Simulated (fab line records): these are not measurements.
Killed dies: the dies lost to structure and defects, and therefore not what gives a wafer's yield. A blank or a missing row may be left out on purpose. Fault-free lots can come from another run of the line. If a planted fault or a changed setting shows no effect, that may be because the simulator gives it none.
Which tool is to blame? -- flow nandHarc -- 12 lots, 36 wafers sampled, at 1 step of a route of 1159

## WHAT THE GAUGES SHOWED, per wafer
NHARC_P_BONDPAD_INSPECT_23.
lot,measured,on,rawDefectCount
L075,day 7 02:32,defectInspect-01,499 410 672
L077,day 7 03:58,defectInspect-01,538 598 1130
L079,day 7 20:40,defectInspect-02,324 305 276
L081,day 8 00:04,defectInspect-01,410 498 642
L084,day 8 15:10,defectInspect-02,146 185 146
L085,day 9 08:04,defectInspect-02,317 253 207
L086,day 9 18:33,defectInspect-02,311 365 270
L089,day 10 15:55,defectInspect-01,216 224 327
L091,day 10 17:21,defectInspect-02,266 232 191
L093,day 10 22:17,defectInspect-01,214 443 250
L095,day 11 21:18,defectInspect-01,323 340 388
L097,day 11 23:57,defectInspect-02,292 469 352

## WHICH TOOL RAN EACH LOT (tool, then ch and the chambers of the sampled wafers, then the start)
Record: no process step prior to these readings.

## THE ANSWER, worked out from the rows above alone
Rule: the usual values come from the lots themselves. The widest of any qualifying gaps counts: lots, ordered by their means at a reading, are off when they make up no more than a third of the lots, leave a main group of 4 or more, and stand apart from it by 3 or more times the standard deviation of that group's means. The tables above print the reading to a certain number of digits; a main group whose means all agree to those digits is not used. A lot without any number at a reading at which 4 lots or more have one is off too. All remaining lots with rows at the step are treated as sound.
No lot is off at any reading shown: from this, nothing can be told.

## WHAT THE SIMULATOR HAD PUT IN
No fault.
